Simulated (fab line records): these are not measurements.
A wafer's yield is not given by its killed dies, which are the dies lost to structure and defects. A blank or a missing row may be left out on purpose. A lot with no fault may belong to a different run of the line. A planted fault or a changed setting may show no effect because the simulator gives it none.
Which tool is to blame? | flow n5 finfet | Sampling: 15 lots, 38 wafers, 6 of 1938 route steps

== WHAT THE GAUGES SHOWED, per wafer ==
N5_WELL_APT_OVL_MEAS_26. Usual: PWELL_OVL typically reads -4 nm, with standard deviation 5.4.
lot  | measured    | on         | PWELL_OVL (nm) | flag
L546 | day 1 20:53 | overlay-02 | -3 -2 4        |
L547 | day 2 02:52 | overlay-01 | -2 -4          |
L548 | day 2 09:03 | overlay-02 | -2 -12 0       |
L549 | day 2 15:34 | overlay-01 | -9 -9 -6       |
L550 | day 2 22:17 | overlay-02 | -5 -4          |
L552 | day 3 08:56 | overlay-01 | -13 -4 -14     |
L553 | day 3 15:45 | overlay-02 | -4 -5          |
L555 | day 4 03:10 | overlay-01 | -3 3           |
L556 | day 4 09:27 | overlay-02 | 3 3            |
L558 | day 4 21:02 | overlay-01 | -7 -2 -2       |
L563 | day 6 03:28 | overlay-02 | -4 -7 -3       |
L564 | day 6 08:48 | overlay-02 | -5 -10         |
L566 | day 6 21:07 | overlay-01 | -5 -7 -3       |
L567 | day 7 03:16 | overlay-01 | 5 1 -2         |
L568 | day 7 08:52 | overlay-02 | -10 -9         |

N5_PMOS_HMC_CHANNEL_EPI_THK_MEAS_22. Usual: HMC_CMP_THK typically reads 53.5 nm, with standard deviation 1.1.
lot  | measured    | on            | HMC_CMP_THK (nm) | flag
L546 | day 2 01:15 | film metro-01 | 52.4 53.2 52.0   |
L547 | day 2 08:55 | film metro-01 | 53.3 54.7        |
L548 | day 2 14:16 | film metro-01 | 53.3 52.6 52.5   |
L549 | day 2 20:14 | film metro-01 | 53.1 53.6 53.5   |
L550 | day 3 03:11 | film metro-02 | 51.4 52.5        |
L552 | day 3 13:35 | film metro-02 | 53.6 54.1 54.8   |
L553 | day 3 20:44 | film metro-01 | 55.2 54.2        |
L555 | day 4 08:07 | film metro-01 | 38.8 52.6        | OFF
L556 | day 4 14:35 | film metro-01 | 40.2 52.5        | OFF
L558 | day 5 01:43 | film metro-02 | 39.1 39.5 54.5   | OFF
L563 | day 6 09:02 | film metro-02 | 51.4 54.7 54.3   |
L564 | day 6 13:32 | film metro-01 | 53.5 55.1        |
L566 | day 7 02:05 | film metro-01 | 52.4 54.4 53.9   |
L567 | day 7 08:55 | film metro-01 | 54.8 54.3 54.6   |
L568 | day 7 14:08 | film metro-01 | 53.1 55.5        |

N5_BEOL_M4_RC_MEAS_101. Usual: CJ_P 5.81, standard deviation 0.23; DIBL_N 36.9 mV/V, standard deviation 2.1; DIBL_P 37.1 mV/V, standard deviation 2.5; IOFF_N 0.17 nA/um, standard deviation 0.039; IOFF_P 0.23 nA/um, standard deviation 0.043; IOFF_P_85C 3.9 nA/um, standard deviation 0.62; IOFF_P_LIN 0.105 nA/um, standard deviation 0.015; IOFF_P_LONG 0.000107 nA/um, standard deviation 6.2e-06; ION_N 673 uA/um, standard deviation 15; ION_P 462 uA/um, standard deviation 9.1; REXT_P 100.8 ohm.um, standard deviation 2.7; RS_NWELL 1037 ohm/sq, standard deviation 6.4; SS_N 71.8 mV/dec, standard deviation 0.69; SS_P 73.6 mV/dec, standard deviation 0.74; VT_N 250 mV, standard deviation 3.6; VT_P -249.7 mV, standard deviation 2.9; VT_P_LONG -274.6 mV, standard deviation 2.2.
lot  | measured     | on        | CJ_P           | DIBL_N (mV/V)  | DIBL_P (mV/V)    | IOFF_N (nA/um) | IOFF_P (nA/um)   | IOFF_P_85C (nA/um) | IOFF_P_LIN (nA/um) | IOFF_P_LONG (nA/um)        | ION_N (uA/um) | ION_P (uA/um) | REXT_P (ohm.um)   | RS_NWELL (ohm/sq) | SS_N (mV/dec)  | SS_P (mV/dec)    | VT_N (mV)   | VT_P (mV)            | VT_P_LONG (mV)       | flag
L546 | day 8 09:50  | prober-02 | 5.90 5.87 5.81 | 35.1 36.0 34.3 | 37.0 36.9 35.4   | 0.16 0.15 0.14 | 0.24 0.23 0.20   | 4.1 3.9 3.4        | 0.114 0.105 0.096  | 0.000119 0.000112 0.000112 | 691 666 674   | 474 459 464   | 98.7 100.2 103.6  | 1044 1035 1050    | 71.2 71.7 71.2 | 74.0 73.6 73.3   | 251 253 249 | -247.6 -248.0 -248.0 | -271.1 -271.6 -272.5 |
L547 | day 8 13:13  | prober-02 | 5.83 5.52      | 40.9 39.4      | 43.9 41.2        | 0.29 0.23      | 0.35 0.29        | 5.8 4.9            | 0.148 0.128        | 0.000109 0.000103          | 703 682       | 476 461       | 98.6 99.4         | 1032 1025         | 72.5 72.1      | 75.0 74.2        | 241 245     | -245.6 -245.4        | -274.4 -275.6        |
L548 | day 8 12:47  | prober-01 | 5.82 5.89 5.88 | 33.5 35.6 35.8 | 33.0 35.0 35.6   | 0.12 0.15 0.14 | 0.17 0.19 0.19   | 3.0 3.4 3.4        | 0.085 0.091 0.092  | 0.000111 0.000108 0.000109 | 677 665 667   | 465 453 452   | 99.2 100.7 99.0   | 1030 1039 1034    | 70.8 71.1 70.7 | 72.1 72.9 73.2   | 254 249 251 | -252.8 -252.3 -250.6 | -275.1 -275.1 -274.0 |
L549 | day 9 05:56  | prober-02 | 5.82 5.85 5.85 | 35.4 34.6 37.6 | 35.1 34.5 37.6   | 0.14 0.14 0.18 | 0.20 0.19 0.22   | 3.4 3.3 3.8        | 0.094 0.093 0.102  | 0.0001 0.000102 0.000104   | 662 659 683   | 456 451 469   | 101.6 102.1 102.7 | 1041 1031 1038    | 71.9 72.0 72.3 | 74.4 73.8 74.3   | 255 254 251 | -251.6 -250.6 -250.2 | -274.4 -273.7 -272.9 |
L550 | day 9 03:45  | prober-01 | 6.37 6.10      | 38.2 40.7      | 38.3 40.6        | 0.17 0.23      | 0.27 0.31        | 4.6 5.2            | 0.123 0.138        | 0.000119 0.000117          | 664 681       | 468 468       | 96.5 97.7         | 1035 1041         | 71.4 72.2      | 73.9 74.6        | 247 247     | -245.9 -244.4        | -273.8 -270.7        |
L552 | day 9 13:22  | prober-02 | 5.97 5.91 5.84 | 36.1 36.6 36.8 | 34.1 36.1 36.1   | 0.13 0.14 0.15 | 0.19 0.22 0.23   | 3.3 3.7 3.9        | 0.093 0.103 0.106  | 0.000113 0.000113 0.000108 | 668 676 654   | 461 470 456   | 98.1 97.4 98.3    | 1041 1038 1047    | 70.6 71.1 71.0 | 72.6 72.7 73.3   | 256 251 252 | -251.9 -249.4 -248.9 | -273.7 -272.2 -273.5 |
L553 | day 10 02:35 | prober-02 | 5.62 5.79      | 34.7 37.2      | 36.2 38.4        | 0.14 0.19      | 0.21 0.25        | 3.7 4.2            | 0.100 0.113        | 0.00011 0.000111           | 661 668       | 459 466       | 107.7 107.4       | 1039 1032         | 71.6 72.7      | 73.8 74.6        | 252 249     | -247.3 -244.8        | -272.1 -274.0        |
L555 | day 10 14:08 | prober-02 | 4.56 5.99      | 35.7 36.0      | 71.0 36.7        | 0.15 0.16      | 4.52 0.24        | 46.8 3.9           | 0.213 0.109        | 7.4e-05 0.000111           | 671 659       | 363 458       | 111.9 96.7        | 1070 1040         | 71.8 71.3      | 104.1 74.0       | 254 250     | -251.6 -248.8        | -283.2 -273.1        | OFF
L556 | day 11 01:46 | prober-01 | 4.70 5.91      | 37.3 32.4      | 90.9 32.4        | 0.17 0.10      | 13.83 0.16       | 122.8 2.9          | 0.327 0.082        | 7.4e-05 0.000105           | 664 649       | 358 451       | 115.5 99.5        | 1074 1034         | 72.1 70.4      | 120.9 72.7       | 249 258     | -249.5 -252.9        | -285.0 -274.1        | OFF
L558 | day 11 10:51 | prober-01 | 4.43 4.71 5.66 | 36.4 38.6 37.2 | 118.7 142.8 37.6 | 0.15 0.18 0.15 | 31.48 53.38 0.23 | 245.3 379.6 3.9    | 0.481 0.687 0.109  | 6.9e-05 6.8e-05 0.000101   | 675 668 675   | 352 341 472   | 118.4 122.1 97.1  | 1066 1080 1039    | 72.1 73.1 71.5 | 138.9 149.6 73.6 | 253 249 254 | -253.8 -252.2 -250.4 | -284.9 -286.2 -273.9 | OFF
L563 | day 12 15:34 | prober-01 | 6.14 5.58 5.35 | 34.4 37.2 38.1 | 34.4 37.1 38.7   | 0.12 0.17 0.19 | 0.16 0.19 0.22   | 2.9 3.4 3.7        | 0.082 0.092 0.100  | 0.000105 9.5e-05 9.3e-05   | 665 671 687   | 450 457 462   | 96.7 97.5 98.7    | 1032 1038 1034    | 71.6 71.5 71.6 | 73.0 73.6 73.9   | 254 249 246 | -251.9 -252.1 -250.4 | -277.4 -277.8 -277.3 |
L564 | day 12 20:08 | prober-01 | 5.58 5.51      | 40.9 39.5      | 43.4 40.8        | 0.28 0.22      | 0.34 0.28        | 5.5 4.6            | 0.142 0.120        | 0.000111 0.000105          | 707 682       | 486 456       | 101.2 101.7       | 1026 1031         | 74.2 73.1      | 75.1 75.3        | 243 244     | -244.5 -247.6        | -273.0 -274.3        |
L566 | day 13 11:34 | prober-01 | 6.18 5.70 5.63 | 35.2 33.2 35.0 | 35.2 32.6 34.3   | 0.16 0.13 0.17 | 0.24 0.19 0.21   | 4.0 3.4 3.7        | 0.114 0.099 0.105  | 0.000121 0.000114 0.000109 | 658 666 649   | 459 464 453   | 98.4 98.7 101.4   | 1021 1036 1026    | 71.6 71.5 72.1 | 73.2 72.3 72.9   | 249 252 250 | -246.8 -248.8 -248.8 | -272.9 -271.8 -274.3 |
L567 | day 13 14:06 | prober-02 | 5.63 5.64 5.60 | 37.3 33.3 37.4 | 35.9 32.1 37.0   | 0.17 0.11 0.19 | 0.21 0.15 0.23   | 3.7 2.8 3.9        | 0.103 0.082 0.110  | 0.000102 0.000103 0.000102 | 681 664 700   | 462 455 474   | 100.6 101.4 101.1 | 1029 1028 1037    | 72.1 70.4 71.9 | 73.4 72.4 73.5   | 248 254 245 | -250.6 -254.1 -250.7 | -272.3 -275.3 -273.4 |
L568 | day 13 14:38 | prober-01 | 5.63 5.44      | 34.0 39.7      | 35.0 42.6        | 0.15 0.27      | 0.20 0.35        | 3.5 5.5            | 0.100 0.147        | 0.000111 0.000109          | 686 712       | 473 485       | 101.2 101.0       | 1049 1036         | 71.6 73.2      | 73.2 75.6        | 247 242     | -249.2 -245.4        | -270.9 -270.0        |

== EACH LOT AND THE TOOL THAT RAN IT (in order: tool; ch and the chambers of the sampled wafers; start) ==
lot  | N5_PMOS_HMC_CHANNEL_EPI_ETCH_32   | N5_PMOS_HMC_CHANNEL_EPI_EPI_20 | N5_PMOS_HMC_CHANNEL_EPI_EPI_26
L546 | rie diel-04 ch 1,2, day 1 23:02   | epi rpcvd-01 ch 0, day 1 23:49 | epi rpcvd-01 ch 0, day 2 01:25
L547 | rie diel-04 ch 0,3, day 2 06:12   | epi rpcvd-01 ch 0, day 2 07:11 | epi rpcvd-02 ch 0, day 2 09:08
L548 | rie diel-04 ch 0,1,3, day 2 12:02 | epi rpcvd-02 ch 0, day 2 12:50 | epi rpcvd-01 ch 0, day 2 14:25
L549 | rie diel-01 ch 0,2, day 2 17:58   | epi rpcvd-01 ch 0, day 2 19:12 | epi rpcvd-03 ch 0, day 2 20:30
L550 | rie diel-02 ch 0, day 3 00:50     | epi rpcvd-03 ch 0, day 3 01:28 | epi rpcvd-02 ch 0, day 3 03:17
L552 | rie diel-01 ch 2,3, day 3 11:22   | epi rpcvd-03 ch 0, day 3 11:58 | epi rpcvd-01 ch 0, day 3 13:42
L553 | rie diel-02 ch 0,1, day 3 18:07   | epi rpcvd-01 ch 0, day 3 18:58 | epi rpcvd-03 ch 0, day 3 20:53
L555 | rie diel-01 ch 0,3, day 4 05:39   | epi rpcvd-03 ch 0, day 4 06:29 | epi rpcvd-02 ch 0, day 4 08:17
L556 | rie diel-04 ch 0,1, day 4 12:09   | epi rpcvd-03 ch 0, day 4 12:47 | epi rpcvd-01 ch 0, day 4 14:41
L558 | rie diel-04 ch 0,3, day 4 23:30   | epi rpcvd-03 ch 0, day 5 00:05 | epi rpcvd-01 ch 0, day 5 01:50
L563 | rie diel-02 ch 0,1, day 6 06:25   | epi rpcvd-01 ch 0, day 6 07:16 | epi rpcvd-02 ch 0, day 6 09:13
L564 | rie diel-04 ch 0,3, day 6 11:19   | epi rpcvd-02 ch 0, day 6 12:06 | epi rpcvd-01 ch 0, day 6 13:43
L566 | rie diel-04 ch 1,2, day 6 23:28   | epi rpcvd-01 ch 0, day 7 00:19 | epi rpcvd-02 ch 0, day 7 02:15
L567 | rie diel-01 ch 0,1,2, day 7 06:41 | epi rpcvd-02 ch 0, day 7 07:16 | epi rpcvd-03 ch 0, day 7 09:01
L568 | rie diel-04 ch 0,1, day 7 11:54   | epi rpcvd-03 ch 0, day 7 13:06 | epi rpcvd-01 ch 0, day 7 14:26
- N5_PMOS_HMC_CHANNEL_EPI_ETCH_32: etches BARC in N2/H2, stops on SiO2, target depth 85.8 nm, time 50.3 s.
- N5_PMOS_HMC_CHANNEL_EPI_EPI_20: deposits SiGe30, target thk 59 nm.
- N5_PMOS_HMC_CHANNEL_EPI_EPI_26: deposits Si from SiH4/H2, target thk 3.8 nm, time 22.7 s.

== WHAT THE TOOLS THEMSELVES READ (means of the sampled wafers that have a number; where no wafer has one, the mark that the record gives instead) ==
N5_PMOS_HMC_CHANNEL_EPI_ETCH_32. Usual: drypump motor current A 5.9 A, standard deviation 0.59; h2 flow sccm 200.0 sccm, standard deviation 0.56; oes product au 0.68 a.u., standard deviation 0.071; rf fwd power W 832 W, standard deviation 3.5; rf vpp V 523.7 V, standard deviation 2.1; showerhead plenum p Torr 2.54 Torr, standard deviation 0.077; throttle valve pct 17.81 %, standard deviation 0.29.
lot  | tool        | drypump motor current A (A) | h2 flow sccm (sccm) | oes product au (a.u.) | rf fwd power W (W) | rf vpp V (V) | showerhead plenum p Torr (Torr) | throttle valve pct (%) | flag
L546 | rie diel-04 | 5.3                         | 200.1               | 0.62                  | 830                | 524.7        | 2.57                            | 18.08                  |
L547 | rie diel-04 | 6.4                         | 200.1               | 0.69                  | 834                | 524.7        | 2.56                            | 17.79                  |
L548 | rie diel-04 | 5.9                         | 199.8               | 0.65                  | 833                | 524.4        | 2.58                            | 17.96                  |
L549 | rie diel-01 | 6.2                         | 200.2               | 0.66                  | 833                | 522.7        | 2.49                            | 17.72                  |
L550 | rie diel-02 | 5.6                         | 200.1               | 0.61                  | 833                | 526.5        | 2.65                            | 18.30                  |
L552 | rie diel-01 | 6.5                         | 199.5               | 0.68                  | 834                | 522.1        | 2.51                            | 17.43                  |
L553 | rie diel-02 | 5.4                         | 200.4               | 0.64                  | 834                | 524.6        | 2.60                            | 18.02                  |
L555 | rie diel-01 | 5.7                         | 199.4               | 0.74                  | 831                | 523.7        | 2.51                            | 17.45                  |
L556 | rie diel-04 | 5.5                         | 200.1               | 0.73                  | 832                | 525.4        | 2.65                            | 18.02                  |
L558 | rie diel-04 | 6.3                         | 200.2               | 0.67                  | 832                | 525.7        | 2.59                            | 17.91                  |
L563 | rie diel-02 | 5.5                         | 199.9               | 0.63                  | 834                | 525.1        | 2.58                            | 17.97                  |
L564 | rie diel-04 | 6.4                         | 201.0               | 0.67                  | 830                | 523.7        | 2.54                            | 17.84                  |
L566 | rie diel-04 | 5.5                         | 199.7               | 0.69                  | 832                | 522.2        | 2.50                            | 17.81                  |
L567 | rie diel-01 | 6.1                         | 200.4               | 0.73                  | 831                | 523.0        | 2.52                            | 17.70                  |
L568 | rie diel-04 | 5.5                         | 199.6               | 0.70                  | 832                | 524.7        | 2.63                            | 18.05                  |

N5_PMOS_HMC_CHANNEL_EPI_EPI_26. Usual: throttle valve pct at 11.2 %, with a standard deviation of 0.35.
lot  | tool         | throttle valve pct (%) | flag
L546 | epi rpcvd-01 | 10.9                   |
L547 | epi rpcvd-02 | 11.6                   |
L548 | epi rpcvd-01 | 10.9                   |
L549 | epi rpcvd-03 | 10.9                   |
L550 | epi rpcvd-02 | 11.6                   |
L552 | epi rpcvd-01 | 10.9                   |
L553 | epi rpcvd-03 | 10.8                   |
L555 | epi rpcvd-02 | 11.7                   |
L556 | epi rpcvd-01 | 11.0                   |
L558 | epi rpcvd-01 | 11.0                   |
L563 | epi rpcvd-02 | 11.6                   |
L564 | epi rpcvd-01 | 11.1                   |
L566 | epi rpcvd-02 | 11.5                   |
L567 | epi rpcvd-03 | 10.8                   |
L568 | epi rpcvd-01 | 11.1                   |

== THE ANSWER, worked out from the rows above alone ==
Rule: a lot is off if the mean of its wafers that have a number lies more than 3 standard deviations from the usual mean. A lot without any number at a reading at which 4 lots or more have one is off too. The other lots that the step has rows for count as sound. Order of review: gauges by route order, followed by the tools' own readings, for which a lot's mean as printed above is used. At the first step where some lot is off, the reading lying furthest off is the one used; lots without a number count as furthest.
Off: at N5_PMOS_HMC_CHANNEL_EPI_THK_MEAS_22 (HMC_CMP_THK), L555, L556, L558.
If a tool, at a process step before that reading, ran all the lots that are off and no sound lot after the first of them, it fits. Not tried: the gauges at N5_PMOS_HMC_CHANNEL_EPI_THK_MEAS_22; whatever is off there is also off at N5_BEOL_M4_RC_MEAS_101, on other tools, and gauge error can't account for it. Of those tried, none fits.

== WHAT THE SIMULATOR HAD INSERTED ==
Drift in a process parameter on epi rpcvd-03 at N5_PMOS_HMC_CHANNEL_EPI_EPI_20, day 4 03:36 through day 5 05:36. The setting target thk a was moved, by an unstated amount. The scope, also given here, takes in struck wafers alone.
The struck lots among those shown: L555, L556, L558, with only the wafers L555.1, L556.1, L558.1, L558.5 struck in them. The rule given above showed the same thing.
